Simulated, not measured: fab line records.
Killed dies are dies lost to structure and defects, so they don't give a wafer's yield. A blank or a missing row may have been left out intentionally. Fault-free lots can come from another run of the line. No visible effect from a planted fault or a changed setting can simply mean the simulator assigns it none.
What tool caused it? + flow n5Finfet + Sampling: 9 lots, 27 wafers, 5 of 1938 route steps

== WHAT THE GAUGES SHOWED, per wafer ==
N5_ILD0_THK_MEAS_08.
| lot  | measured    | on           | thkNm (nm)        |
|------|-------------|--------------|-------------------|
| L290 | day 4 00:46 | filmMetro-01 | 138.2 137.5 138.0 |
| L292 | day 4 14:18 | filmMetro-02 | 137.7 138.5 139.1 |
| L294 | day 5 08:50 | filmMetro-01 | 141.3 139.0 140.5 |
| L295 | day 5 09:25 | filmMetro-02 | 138.2 138.4 140.7 |
| L296 | day 5 20:41 | filmMetro-02 | 139.2 141.0 139.4 |
| L298 | day 6 04:20 | filmMetro-01 | 137.5 138.0 137.2 |
| L301 | day 6 21:34 | filmMetro-01 | 136.2 138.0 137.6 |
| L305 | day 7 19:56 | filmMetro-02 | 136.6 137.5 138.5 |
| L309 | day 8 19:26 | filmMetro-02 | 139.1 138.8 137.0 |

== TOOL THAT RAN EACH LOT (tool first, then ch and the chambers of the sampled wafers, then the start) ==
| lot  | N5_SD_EPI_P_ETCH_16              | N5_SD_EPI_P_STRIP_40               | N5_ILD0_FCVD_FILL_01        | N5_ILD0_CMP_03               |
|------|----------------------------------|------------------------------------|-----------------------------|------------------------------|
| L290 | rieDiel-02 ch 0,1, day 3 17:53   | plasmaAsher-02 ch 0,1, day 3 18:07 | fcvd-02 ch 0,1, day 3 22:19 | cmp-03 ch 0,1, day 4 00:08   |
| L292 | rieDiel-02 ch 1,2, day 4 07:23   | plasmaAsher-01 ch 0,1, day 4 07:36 | fcvd-01 ch 0,1, day 4 11:43 | cmp-04 ch 0,2,3, day 4 13:48 |
| L294 | rieDiel-03 ch 0,1,3, day 5 01:49 | plasmaAsher-02 ch 0,1, day 5 02:03 | fcvd-01 ch 0,1, day 5 06:17 | cmp-04 ch 1,2, day 5 08:15   |
| L295 | rieDiel-05 ch 1,2, day 5 01:51   | plasmaAsher-01 ch 0,1, day 5 02:04 | fcvd-02 ch 0,1, day 5 06:25 | cmp-01 ch 1,2,3, day 5 08:50 |
| L296 | rieDiel-05 ch 0,2, day 5 12:59   | plasmaAsher-01 ch 0,1, day 5 13:12 | fcvd-01 ch 0, day 5 17:19   | cmp-04 ch 1,3, day 5 19:52   |
| L298 | rieDiel-02 ch 0,2, day 5 21:20   | plasmaAsher-01 ch 0,1, day 5 21:34 | fcvd-02 ch 0,1, day 6 01:53 | cmp-03 ch 2,3, day 6 03:45   |
| L301 | rieDiel-05 ch 0,1,2, day 6 13:34 | plasmaAsher-02 ch 0,1, day 6 13:47 | fcvd-01 ch 0,1, day 6 18:04 | cmp-04 ch 1,2, day 6 20:34   |
| L305 | rieDiel-03 ch 0,1,2, day 7 11:56 | plasmaAsher-02 ch 0,1, day 7 12:20 | fcvd-01 ch 0,1, day 7 16:28 | cmp-04 ch 0,2, day 7 19:00   |
| L309 | rieDiel-03 ch 0,2,3, day 8 11:41 | plasmaAsher-02 ch 0,1, day 8 11:55 | fcvd-02 ch 0,1, day 8 16:50 | cmp-03 ch 0,1,3, day 8 18:52 |
- N5_SD_EPI_P_ETCH_16: etches SiO2 in CHF3/O2, target depth 5 nm.
- N5_SD_EPI_P_STRIP_40: strips in N2/H2.
- N5_ILD0_FCVD_FILL_01: material SiO2 flowable, target thk 200 nm, time 328.3 s.
- N5_ILD0_CMP_03: polishes, stops on SiNx, t overpolish 1.9 s, target thk 197.38 nm.

== THE ANSWER, worked out from the rows above alone ==
Rule: what is usual is taken from the lots themselves. Put in order of their means at a reading, lots are off if they are a third of the lots or fewer, leave a main group of 4 or more, and stand apart from it by a gap of 3 or more times the standard deviation of the main group's means; of several such gaps the widest counts. A main group is skipped when, at the precision printed for the reading in the tables above, its means are all equal. Also off: a lot with no number at a reading for which 4 or more lots have one. Any other lot the step has rows for is counted as sound.
Across all readings shown, no lot is off: no conclusion can be drawn from this.

== WHAT THE SIMULATOR HAD INSERTED ==
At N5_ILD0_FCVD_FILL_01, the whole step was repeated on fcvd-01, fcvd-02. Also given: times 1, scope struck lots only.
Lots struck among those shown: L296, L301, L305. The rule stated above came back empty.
